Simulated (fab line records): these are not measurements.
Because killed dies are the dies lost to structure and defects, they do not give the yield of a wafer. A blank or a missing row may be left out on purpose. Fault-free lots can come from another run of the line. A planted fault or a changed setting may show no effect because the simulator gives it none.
The tool behind it: which one? / flow nand_harc / 8 lots with 24 wafers sampled at 2 steps, on a route of 1302 steps

WHAT THE GAUGES READ, wafer by wafer
NHARC_A_CHANNEL_HOLE_D1_CD_MEAS_10: the cd target is 100 nm.
lot=L857; measured=day 10 17:59; on=cd_sem-03; cd_nm (nm)=100.6 99.7 100.4
lot=L860; measured=day 12 11:39; on=cd_sem-03; cd_nm (nm)=81.9 82.3 83.4
lot=L862; measured=day 13 05:43; on=cd_sem-01; cd_nm (nm)=86.5 86.7 86.9
lot=L863; measured=day 13 05:33; on=cd_sem-01; cd_nm (nm)=101.0 100.3 100.2
lot=L864; measured=day 13 21:47; on=cd_sem-02; cd_nm (nm)=101.3 100.6 100.8
lot=L865; measured=day 14 11:48; on=cd_sem-02; cd_nm (nm)=100.8 99.8 100.0
lot=L868; measured=day 16 00:22; on=cd_sem-01; cd_nm (nm)=99.7 100.5 99.4
lot=L873; measured=day 18 01:17; on=cd_sem-02; cd_nm (nm)=100.5 99.0 100.5

WHICH TOOL RAN EACH LOT (tool, then ch and the chambers of the sampled wafers, then the start)
lot=L857; NHARC_A_CHANNEL_HOLE_D1_EXPOSE_07=arfi_scanner-01 ch 0, day 10 17:51
lot=L860; NHARC_A_CHANNEL_HOLE_D1_EXPOSE_07=arfi_scanner-01 ch 0, day 12 11:31
lot=L862; NHARC_A_CHANNEL_HOLE_D1_EXPOSE_07=arfi_scanner-01 ch 0, day 13 05:34
lot=L863; NHARC_A_CHANNEL_HOLE_D1_EXPOSE_07=arfi_scanner-03 ch 0, day 13 05:25
lot=L864; NHARC_A_CHANNEL_HOLE_D1_EXPOSE_07=arfi_scanner-03 ch 0, day 13 21:40
lot=L865; NHARC_A_CHANNEL_HOLE_D1_EXPOSE_07=arfi_scanner-03 ch 0, day 14 11:40
lot=L868; NHARC_A_CHANNEL_HOLE_D1_EXPOSE_07=arfi_scanner-03 ch 0, day 16 00:13
lot=L873; NHARC_A_CHANNEL_HOLE_D1_EXPOSE_07=arfi_scanner-03 ch 0, day 18 01:08
- NHARC_A_CHANNEL_HOLE_D1_EXPOSE_07: exposes mask HOLE D1, target cd 100 nm.

THE ANSWER, worked out from the rows above alone
Rule: what is usual is taken from the lots themselves. Put in order of their means at a reading, lots are off if they are a third of the lots or fewer, leave a main group of 4 or more, and stand apart from it by a gap of 3 or more times the standard deviation of the main group's means; of several such gaps the widest counts. A main group is skipped when, at the precision printed for the reading in the tables above, its means are all equal. A lot without any number at a reading at which 4 lots or more have one is off too. Any other lot the step has rows for is counted as sound.
Off at NHARC_A_CHANNEL_HOLE_D1_CD_MEAS_10 (cd_nm): L860, L862. Mean 100.3 nm and standard deviation 0.34 in the main group.
A tool fits if, at a process step before that reading, it ran every lot that is off, and no sound lot after the first of them. The gauges at NHARC_A_CHANNEL_HOLE_D1_CD_MEAS_10 are tried like those tools. One candidate fits, namely arfi_scanner-01 at NHARC_A_CHANNEL_HOLE_D1_EXPOSE_07. Its last sound lot is L857 (day 10 17:51), its first lot that is off L860 (day 12 11:31): a fault that began between those two fits.

WHAT HAD BEEN PUT IN BY THE SIMULATOR
Process parameter drift: arfi_scanner-01, from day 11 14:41 on, at NHARC_A_CHANNEL_HOLE_D1_EXPOSE_07. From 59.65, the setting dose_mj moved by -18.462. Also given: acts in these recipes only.
Shown lots that were struck: L860, L862. The same result came from the rule above.
